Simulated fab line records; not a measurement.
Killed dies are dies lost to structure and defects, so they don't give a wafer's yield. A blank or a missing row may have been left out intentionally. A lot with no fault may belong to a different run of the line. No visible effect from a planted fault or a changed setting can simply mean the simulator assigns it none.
fab line records	flow n5_finfet
record lots=7	wafers=39
route steps=1938 shown PMOS_HMC_CHANNEL_EPI@74 DUMMY_GATE@237 SD_EPI_N@279
start_h: hours from the record's first day to the start of the lot's first wafer shown	wait_h: how many hours have passed since the lot's step before this one	" the same as in the row above	L1.1+2: a single row standing in for several wafers	- either no value or no given start	* or withheld: withheld	< > ~ a bound
route shown NAME@n: NAME is a module with steps in the file, n the number in the route of the first one	usual: average and standard deviation across the fault-free wafers	same: alike in all rows	chamber/n: place in a boat	sites: per-site readings	_std_site: the standard deviation of these	_edge_site: inner sites' mean taken away from outer sites' mean	radius_mm: how far each site lies from the wafer's centre	mask NAME#n: copy n	behind: the tool/chamber that last shaped the wafer	hold: what put the lot on hold/how long, in hours/how the hold closed	device: which transistor (n, p or np) failed to switch	end of line: at the end of the route, the tests of the same wafers	step lacking rows: just its recipe	killed: dies that structure and defects cost at the first sort, which is not the same as the wafer's yield	map: a wafer's dies, marking killed ones x, the rest . and places with no die _
set.NAME: the setting as run; set.NAME@STEP: as run at that earlier step	model.NAME: the simulator's own value behind a step, which no gauge read
lots with deliberately changed settings; one table per step, one row per wafer
## steps
# step N5_PMOS_HMC_CHANNEL_EPI_FIN_RECESS_16
# recipe chemistry=HBr/Cl2	target=Si	mask_material=SiO2	target_depth_a=540	time_s=18	pressure_mtorr=10	icp_w=800	bias_w=75	HBr_flow_sccm=150	Cl2_flow_sccm=80
lot.wafer	tool	chamber	start_h	wait_h	set.time_s	model.PMOS_HMC_CHANNEL_EPI.feature_depth_nm	model.etch.depth_nm
L074.1	rie_si-03	1	18.31	0.0	18	55	55
L074.2	"	3	"	"	19.04	56.36	56.36
L074.3	"	0	"	"	19.04	56.05	56.05
L074.4	"	2	"	"	19.04	56.55	56.55
L074.5	"	1	"	"	18	54.53	54.53
L074.6	"	0	"	"	18	53.3	53.3
L080.1	rie_si-03	1	54.13	0.0	18	55.02	55.02
L080.2	"	3	"	"	18	53.37	53.37
L080.3	"	0	"	"	18	52.8	52.8
L080.4	"	2	"	"	18	53.07	53.07
L080.5	"	1	"	"	18	54.79	54.79
L080.6	"	2	"	"	18	53.13	53.13
L084.1	rie_si-03	0	77.46	0.0	18.54	53.92	53.92
L084.2	"	3	"	"	18	53.01	53.01
L084.3	"	1	"	"	18	54.18	54.18
L084.4	"	2	"	"	18.54	54.9	54.9
L084.5	"	2	"	"	18	52.93	52.93
L084.6	"	1	"	"	18.54	56.24	56.24
L090.1	rie_si-02	3	114.06	0.0	18	54.59	54.59
L090.2	"	0	"	"	18	53.71	53.71
L090.3	"	1	"	"	17.32	52.19	52.19
L090.4	"	2	"	"	18	54.63	54.63
L090.5	"	3	"	"	17.32	52	52
L090.6	"	2	"	"	17.32	52.91	52.91
L094.2	rie_si-02	2	137.41	0.0	18	53.31	53.31
L094.3	"	3	"	"	18	53.65	53.65
L094.5	"	0	"	"	18	52.83	52.83
L095.1	rie_si-03	0	143.54	0.0	18	52.49	52.49
L095.2	"	1	"	"	18	54.34	54.34
L095.3	"	2	"	"	18.74	56	56
L095.4	"	3	"	"	18	53.24	53.24
L095.5	"	0	"	"	18.74	55.19	55.19
L095.6	"	1	"	"	18.74	56.78	56.78
L097.1	rie_si-03	2	157.78	0.0	16.58	49.43	49.43
L097.2	"	0	"	"	18	52.44	52.44
L097.3	"	1	"	"	18	54.28	54.28
L097.4	"	3	"	"	16.58	48.93	48.93
L097.5	"	1	"	"	18	54.71	54.71
L097.6	"	2	"	"	16.58	49.33	49.33
# step N5_PMOS_HMC_CHANNEL_EPI_PRECLEAN_36
# recipe chemistry=O3/DIW	time_s=45	temp_c=22	o3_ppm=10
# step N5_PMOS_HMC_CHANNEL_EPI_PRECLEAN_18
# recipe chemistry=DHF	time_s=30	temp_c=25	dilution=withheld
# step N5_PMOS_HMC_CHANNEL_EPI_SRD_39
# recipe dry=ipa_marangoni	time_s=30	temp_c=23	rinse_liquid=diw
# step N5_PMOS_HMC_CHANNEL_EPI_CMP_21
# recipe material=SiGe30	post_cmp_clean=alkaline_brush	target_thk_nm=54
# step N5_PMOS_HMC_CHANNEL_EPI_THK_MEAS_22
# recipe reads=SiGe30_of_PMOS_HMC_CHANNEL_EPI_EPI_20
# usual HMC_CMP_THK=53.7/0.72
lot.wafer	tool	chamber	start_h	wait_h	set.time_s@PMOS_HMC_CHANNEL_EPI_FIN_RECESS_16	HMC_CMP_THK[nm]
L074.1	film_metro-02	-	20.52	-	18	54.9
L074.2	"	-	"	"	19.04	56.3
L074.3	"	-	"	"	19.04	55.8
L074.4	"	-	"	"	19.04	56.4
L074.5	"	-	"	"	18	54.2
L074.6	"	-	"	"	18	53.4
L080.1	film_metro-02	-	55.93	-	18	55.3
L080.2	"	-	"	"	18	53.6
L080.3	"	-	"	"	18	52.9
L080.4	"	-	"	"	18	53.3
L080.5	"	-	"	"	18	55.1
L080.6	"	-	"	"	18	53.3
L084.1	film_metro-02	-	79.26	-	18.54	53.9
L084.2	"	-	"	"	18	53.1
L084.3	"	-	"	"	18	54.1
L084.4	"	-	"	"	18.54	54.8
L084.5	"	-	"	"	18	52.9
L084.6	"	-	"	"	18.54	56.3
L090.1	film_metro-01	-	115.86	-	18	54.8
L090.2	"	-	"	"	18	53.8
L090.3	"	-	"	"	17.32	52.3
L090.4	"	-	"	"	18	54.8
L090.5	"	-	"	"	17.32	52.1
L090.6	"	-	"	"	17.32	53.1
L094.2	film_metro-02	-	139.61	-	18	53.4
L094.3	"	-	"	"	18	53.7
L094.5	"	-	"	"	18	52.9
L095.1	film_metro-02	-	145.55	-	18	52.5
L095.2	"	-	"	"	18	54.4
L095.3	"	-	"	"	18.74	56.1
L095.4	"	-	"	"	18	53.4
L095.5	"	-	"	"	18.74	55.2
L095.6	"	-	"	"	18.74	56.8
L097.1	film_metro-01	-	159.59	-	16.58	49.3
L097.2	"	-	"	"	18	52.4
L097.3	"	-	"	"	18	54.2
L097.4	"	-	"	"	16.58	48.8
L097.5	"	-	"	"	18	54.6
L097.6	"	-	"	"	16.58	49.2
# step N5_DUMMY_GATE_ETCH_37
# recipe chemistry=N2/H2	target=SOC	target_depth_a=600	overetch_a=300	temp_c=40	ion_energy_ev=200	pressure_mtorr=30	source_w=840	bias_w=150	n2_flow_sccm=200	h2_flow_sccm=200
# usual rf_vpp_V=523.8/2.4
lot.wafer	tool	chamber	start_h	wait_h	set.source_w	rf_vpp_V
L074.1	rie_diel-01	0	46.83	0.0	706.4	555.9
L074.2	"	3	"	"	840	524.6
L074.3	"	2	"	"	706.4	556.8
L074.4	"	0	"	"	840	526.0
L074.5	"	3	"	"	840	525.2
L074.6	"	2	"	"	706.4	556.8
L080.1	rie_diel-02	3	81.65	0.0	884.2	510.9
L080.2	"	1	"	"	840	520.8
L080.3	"	2	"	"	840	523.3
L080.4	"	0	"	"	884.2	515.0
L080.5	"	3	"	"	840	520.7
L080.6	"	0	"	"	884.2	513.8
L084.1	rie_diel-02	1	107.52	0.0	840	520.7
L084.2	"	2	"	"	840	523.5
L084.3	"	3	"	"	964.9	497.3
L084.4	"	1	"	"	964.9	496.1
L084.5	"	3	"	"	840	520.3
L084.6	"	2	"	"	964.9	498.7
L090.1	rie_diel-01	2	143.81	0.0	840	525.2
L090.2	"	1	"	"	758	546.7
L090.3	"	3	"	"	758	541.1
L090.4	"	0	"	"	840	525.9
L090.5	"	1	"	"	758	546.5
L090.6	"	0	"	"	840	524.7
L094.2	rie_diel-03	1	183.68	0.0	840	526.9
L094.3	"	2	"	"	840	523.3
L094.5	"	3	"	"	840	524.6
L095.1	rie_diel-01	1	183.72	0.0	685.9	564.4
L095.2	"	0	"	"	840	525.7
L095.3	"	2	"	"	685.9	561.9
L095.4	"	1	"	"	840	528.2
L095.5	"	2	"	"	685.9	561.2
L095.6	"	0	"	"	840	524.6
L097.1	rie_diel-01	3	193.60	0.0	882.5	513.7
L097.2	"	0	"	"	840	524.4
L097.3	"	2	"	"	882.5	517.1
L097.4	"	1	"	"	882.5	518.8
L097.5	"	0	"	"	840	523.4
L097.6	"	1	"	"	840	529.0
# step N5_DUMMY_GATE_ETCH_31
# recipe chemistry=C4F6/O2	target=SiO2	mask_material=SOC	target_depth_a=825	time_s=27.5	ion_energy_ev=250	pressure_mtorr=30	source_w=345	bias_w=185	Ar_flow_sccm=300	C4F6_flow_sccm=10	O2_flow_sccm=10
lot.wafer	tool	chamber	start_h	wait_h	set.target_depth_a	model.etch.depth_nm	model.SOC_of_DUMMY_GATE_COAT_34.thk_nm
L074.1	rie_diel-02	1	47.12	0.1	765.4	76.61	52.2
L074.2	"	0	"	"	825	81.78	51.8
L074.3	"	2	"	"	825	79.93	52
L074.4	"	3	"	"	765.4	75.53	52.4
L074.5	"	3	"	"	825	82.47	51.4
L074.6	"	2	"	"	765.4	73.71	52.6
L080.1	rie_diel-02	1	81.92	0.0	825	83.37	52
L080.2	"	3	"	"	720.7	71.95	53
L080.3	"	0	"	"	720.7	71.69	53.2
L080.4	"	2	"	"	720.7	70.08	53.2
L080.5	"	3	"	"	825	81.92	51.8
L080.6	"	0	"	"	825	82.16	52.2
L084.1	rie_diel-01	1	107.80	0.0	825	85.84	51.4
L084.2	"	3	"	"	931.3	94.38	50.4
L084.3	"	0	"	"	931.3	94.49	50.8
L084.4	"	2	"	"	825	83.64	51.6
L084.5	"	3	"	"	825	84.03	51.4
L084.6	"	2	"	"	931.3	95.22	50.4
L090.1	rie_diel-02	3	144.09	0.0	825	81.92	52
L090.2	"	2	"	"	825	79.1	52.4
L090.3	"	0	"	"	754.6	78.14	52.4
L090.4	"	1	"	"	754.6	73.99	52.6
L090.5	"	1	"	"	754.6	74.56	52.6
L090.6	"	0	"	"	825	84.98	51.6
L094.2	rie_diel-01	2	184.24	0.3	825	82.25	51.8
L094.3	"	0	"	"	825	82.65	52
L094.5	"	2	"	"	825	82.35	51.8
L095.1	rie_diel-03	2	184.27	0.3	825	82.06	52
L095.2	"	3	"	"	825	85.29	51.8
L095.3	"	0	"	"	825	81.98	52.2
L095.4	"	1	"	"	726.5	71.6	53.2
L095.5	"	2	"	"	726.5	72.61	53.2
L095.6	"	1	"	"	726.5	71.98	53
L097.1	rie_diel-01	3	193.88	0.0	825	82.5	51.4
L097.2	"	2	"	"	825	81.64	51.6
L097.3	"	1	"	"	825	82.49	51.6
L097.4	"	0	"	"	825	81.9	52
L097.5	"	3	"	"	825	81.91	51.4
L097.6	"	2	"	"	825	81.11	51.6
# step N5_DUMMY_GATE_ETCH_42
# recipe chemistry=CHF3/O2	target=SiO2	target_depth_a=35	time_s=31	ion_energy_ev=30	bias_w=12	pressure_mtorr=30	source_w=600	Ar_flow_sccm=200	CHF3_flow_sccm=50	O2_flow_sccm=5
# usual rf_vpp_V=42.3/0.98
lot.wafer	tool	chamber	start_h	wait_h	set.bias_w	rf_vpp_V
L074.1	rie_diel-03	0	47.62	0.1	10.78	38.8
L074.2	"	1	"	"	10.78	39.8
L074.3	"	3	"	"	12	41.6
L074.4	"	2	"	"	12	42.4
L074.5	"	3	"	"	10.78	39.4
L074.6	"	0	"	"	12	42.8
L080.1	rie_diel-02	1	82.42	0.0	12	40.4
L080.2	"	2	"	"	12	43.4
L080.3	"	3	"	"	12	42.2
L080.4	"	0	"	"	12	40.5
L080.5	"	3	"	"	12	42.4
L080.6	"	0	"	"	12	42.6
L084.1	rie_diel-01	0	108.57	0.3	12	41.4
L084.2	"	2	"	"	13.69	46.1
L084.3	"	1	"	"	13.69	48.0
L084.4	"	3	"	"	13.69	48.5
L084.5	"	1	"	"	12	42.2
L084.6	"	0	"	"	12	42.2
L090.1	rie_diel-03	2	144.59	0.0	11.42	41.1
L090.2	"	3	"	"	12	43.9
L090.3	"	0	"	"	11.42	41.6
L090.4	"	2	"	"	12	42.3
L090.5	"	3	"	"	11.42	42.4
L090.6	"	0	"	"	12	41.1
L094.2	rie_diel-03	0	184.78	0.1	12	41.7
L094.3	"	2	"	"	12	40.4
L094.5	"	3	"	"	12	43.3
L095.1	rie_diel-02	0	184.81	0.1	12	41.5
L095.2	"	2	"	"	10.13	37.3
L095.3	"	1	"	"	12	43.3
L095.4	"	3	"	"	12	43.4
L095.5	"	3	"	"	10.13	38.9
L095.6	"	0	"	"	10.13	37.6
L097.1	rie_diel-01	1	194.38	0.0	10.66	37.9
L097.2	"	3	"	"	10.66	40.1
L097.3	"	0	"	"	12	41.9
L097.4	"	2	"	"	10.66	39.5
L097.5	"	1	"	"	12	42.4
L097.6	"	2	"	"	12	41.8
# step N5_SD_EPI_N_ETCH_16
# recipe chemistry=CHF3/O2	target=SiO2	target_depth_a=50	mask_material=SOC	pressure_mtorr=30	source_w=650	bias_w=170	Ar_flow_sccm=200	CHF3_flow_sccm=50	O2_flow_sccm=5	ion_energy_ev=200
lot.wafer	tool	chamber	start_h	wait_h	set.target_depth_a	model.etch.depth_nm
L074.1	rie_diel-06	0	49.79	0.1	48.29	4.729
L074.2	"	2	"	"	48.29	4.777
L074.3	"	3	"	"	48.29	4.897
L074.4	"	1	"	"	50	4.946
L074.5	"	3	"	"	50	5.04
L074.6	"	0	"	"	50	4.898
L080.1	rie_diel-05	0	85.27	0.1	50	4.94
L080.2	"	3	"	"	50	4.943
L080.3	"	2	"	"	50	5.032
L080.4	"	1	"	"	50	5.11
L080.5	"	1	"	"	50	5.098
L080.6	"	0	"	"	50	4.938
L084.1	rie_diel-05	3	110.39	0.1	55.98	5.563
L084.2	"	1	"	"	50	5.08
L084.3	"	0	"	"	50	4.91
L084.4	"	1	"	"	55.98	5.726
L084.5	"	0	"	"	50	4.887
L084.6	"	3	"	"	55.98	5.512
L090.1	rie_diel-06	3	146.53	0.1	50	5.048
L090.2	"	0	"	"	50	5.161
L090.3	"	2	"	"	48.09	4.736
L090.4	"	1	"	"	50	4.973
L090.5	"	2	"	"	48.09	4.715
L090.6	"	3	"	"	48.09	4.831
L094.2	rie_diel-04	0	188.25	0.1	50	5.056
L094.3	"	3	"	"	50	5.128
L094.5	"	1	"	"	50	5.052
L095.1	rie_diel-06	3	188.76	0.1	50	5.067
L095.2	"	0	"	"	50	5.224
L095.3	"	2	"	"	47.01	4.618
L095.4	"	1	"	"	50	5.005
L095.5	"	0	"	"	47.01	4.889
L095.6	"	1	"	"	47.01	4.711
L097.1	rie_diel-05	3	196.72	0.1	54.57	5.398
L097.2	"	0	"	"	50	4.89
L097.3	"	0	"	"	54.57	5.337
L097.4	"	3	"	"	50	4.892
L097.5	"	3	"	"	54.57	5.435
L097.6	"	0	"	"	50	4.879
## key
split step=N5_PMOS_HMC_CHANNEL_EPI_FIN_RECESS_16	setting=time_s	stated=18	by=wafer
response step=N5_PMOS_HMC_CHANNEL_EPI_FIN_RECESS_16	reading=model.PMOS_HMC_CHANNEL_EPI.feature_depth_nm	change=+0.523	per=1%	r=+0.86
response step=N5_PMOS_HMC_CHANNEL_EPI_FIN_RECESS_16	reading=model.etch.depth_nm	change=+0.523	per=1%	r=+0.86
response step=N5_PMOS_HMC_CHANNEL_EPI_THK_MEAS_22	reading=HMC_CMP_THK	change=+0.521	per=1%	r=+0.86
split step=N5_DUMMY_GATE_ETCH_37	setting=source_w	stated=840	by=wafer
response step=N5_DUMMY_GATE_ETCH_37	reading=rf_vpp_V	change=-1.88	per=1%	r=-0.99
split step=N5_DUMMY_GATE_ETCH_31	setting=target_depth_a	stated=825	by=wafer
response step=N5_DUMMY_GATE_ETCH_31	reading=model.etch.depth_nm	change=+0.85	per=1%	r=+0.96
response step=N5_DUMMY_GATE_ETCH_31	reading=model.SOC_of_DUMMY_GATE_COAT_34.thk_nm	change=-0.083	per=1%	r=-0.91
split step=N5_DUMMY_GATE_ETCH_42	setting=bias_w	stated=12	by=wafer
response step=N5_DUMMY_GATE_ETCH_42	reading=rf_vpp_V	change=+0.314	per=1%	r=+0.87
split step=N5_SD_EPI_N_ETCH_16	setting=target_depth_a	stated=50	by=wafer
response step=N5_SD_EPI_N_ETCH_16	reading=model.etch.depth_nm	change=+0.0558	per=1%	r=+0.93
